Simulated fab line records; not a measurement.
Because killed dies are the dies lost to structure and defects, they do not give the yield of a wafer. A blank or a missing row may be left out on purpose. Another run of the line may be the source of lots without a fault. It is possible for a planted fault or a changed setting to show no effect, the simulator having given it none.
Matching of chambers | flow nandHarc | NHARC_A_M0_DEP_32 on pecvd-04 has 3 sister chambers
The step deposits SiCN, target thk 30 nm. 14 wafers are shown with their chamber, then 7 later ones without.

WAFERS PAIRED WITH THEIR CHAMBERS
wafer  | chamber | heaterPowerW (W)
L074.1 | 0       | 547
L074.2 | 2       | 600
L074.5 | 0       | 564
L075.2 | 1       | 605
L075.4 | 1       | 596
L075.5 | 0       | 487
L079.1 | 0       | 502
L079.3 | 2       | 501
L079.4 | 0       | 506
L083.2 | 0       | 515
L083.4 | 2       | 524
L083.6 | 0       | 512
L087.2 | 1       | 656
L087.5 | 1       | 660

SIGNATURES (averages over the wafers above)
reading      | chamber 0 | chamber 1 | chamber 2 | scatter within a chamber
heaterPowerW | 519.00    | 629.25    | 541.67    | 34.5
Rule: for a wafer and a chamber, the distance is found by dividing, reading by reading, the gap between the wafer's reading and the chamber's mean by the reading's scatter, squaring, summing and taking the root. If the next closest chamber is less than 2 further off than the closest, the wafer can't be placed; otherwise it belongs to the closest. The scatter: take each reading less its chamber's mean, square it, sum over the shown wafers, divide by the number of wafers less the number of chambers, and take the root.

WAFERS WHOSE CHAMBER IS MISSING
wafer  | heaterPowerW (W)
L087.6 | 574
L092.1 | 493
L092.3 | 541
L092.6 | 517
L090.3 | 474
L090.4 | 483
L090.5 | 461

EACH ONE'S CHAMBER
wafer  | from the rows above          | in truth
L087.6 | can't be placed: 2 or 0 or 1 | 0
L092.1 | can't be placed: 0 or 2      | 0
L092.3 | can't be placed: 2 or 0      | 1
L092.6 | can't be placed: 0 or 2      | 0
L090.3 | can't be placed: 0 or 2      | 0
L090.4 | can't be placed: 0 or 2      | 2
L090.5 | can't be placed: 0 or 2      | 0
Correct placement for 0 of the 7. These rows do not allow placing 7 (true chamber among the candidates in 6). Placed wrongly: 0.
